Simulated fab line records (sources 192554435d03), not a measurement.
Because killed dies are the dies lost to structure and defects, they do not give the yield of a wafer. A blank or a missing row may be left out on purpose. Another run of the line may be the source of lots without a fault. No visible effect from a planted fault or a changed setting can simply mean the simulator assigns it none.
Chamber matching -- flow n5 finfet -- N5_SD_EPI_P_ETCH_16 on rie diel-06: 4 sister chambers
The step etches SiO2 in CHF3/O2, target depth 5 nm. 4 wafers are shown with their chamber, then 8 later ones without.

## WAFERS WITH THEIR CHAMBER
wafer,chamber,showerhead plenum p Torr (Torr)
L083.1,2,2.32
L083.5,3,2.57
L085.5,1,2.30
L090.1,0,2.53

## WAFERS WITH NO CHAMBER GIVEN
wafer,showerhead plenum p Torr (Torr)
L090.2,2.31
L090.4,2.29
L092.3,2.29
L092.4,2.53
L092.5,2.31
L095.1,2.31
L095.5,2.29
L095.6,2.56

## WHICH CHAMBER EACH ONE RAN IN
wafer,from the rows above,in truth
L090.2,can't be placed: 2 or 1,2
L090.4,1,1
L092.3,1,1
L092.4,0,0
L092.5,can't be placed: 2 or 1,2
L095.1,can't be placed: 2 or 1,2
L095.5,1,1
L095.6,3,3
5 of 8 placed correctly. Not placeable from these rows: 3 (in 3, the candidates include the true chamber). Wrongly placed: 0.
How it was worked out, from the rows above alone: a wafer's distance from a chamber is the root of the sum, over the readings, of the square of ((its reading less the chamber's mean) divided by the reading's scatter). If the next closest chamber is less than 2 further off than the closest, the wafer can't be placed; otherwise it belongs to the closest. Each chamber's mean is taken over the wafers shown for it. The scatter: with one shown wafer a chamber, the root of the mean of the squares of how far each hidden wafer lies from its nearest shown one.
